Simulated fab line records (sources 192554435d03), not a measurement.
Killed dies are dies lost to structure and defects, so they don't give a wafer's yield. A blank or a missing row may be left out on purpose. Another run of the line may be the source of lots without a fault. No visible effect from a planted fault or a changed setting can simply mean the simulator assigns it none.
Chamber matching | flow n5-finfet | cvd-co-02 running N5_BEOL_M1_CVD_47: 3 sister chambers
The step deposits Co from CCTBA/H2, target thk 3 nm, time 223.8 s. 3 wafers are shown with their chamber, then 6 later ones without.

## EACH WAFER AND ITS CHAMBER
wafer  | chamber | run-length-s (s)
L936.2 | 1       | 247.3
L939.3 | 0       | 246.8
L939.4 | 2       | 246.7

## WAFERS WHOSE CHAMBER IS MISSING
wafer  | run-length-s (s)
L939.5 | 247.7
L941.3 | 247.1
L941.4 | 247.2
L941.6 | 246.0
L945.4 | 246.9
L945.6 | 248.2

## THE CHAMBER EACH PASSED THROUGH
wafer  | from the rows above          | in truth
L939.5 | can't be placed: 1 or 0 or 2 | 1
L941.3 | can't be placed: 1 or 0 or 2 | 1
L941.4 | can't be placed: 1 or 0 or 2 | 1
L941.6 | can't be placed: 2 or 0 or 1 | 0
L945.4 | can't be placed: 0 or 2 or 1 | 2
L945.6 | can't be placed: 1 or 0 or 2 | 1
0 of 6 placed correctly. Unplaceable from these rows: 6, with the true chamber sitting among the candidates in 6. Number placed wrongly: 0.
How it was worked out, from the rows above alone: a wafer's distance from a chamber is the root of the sum, over the readings, of the square of ((its reading less the chamber's mean) divided by the reading's scatter). The wafer belongs to the nearest chamber; if the next one is less than 2 further off, it can't be placed. The mean given for a chamber averages the wafers shown for that chamber. The scatter: with one shown wafer a chamber, the root of the mean of the squares of how far each hidden wafer lies from its nearest shown one.
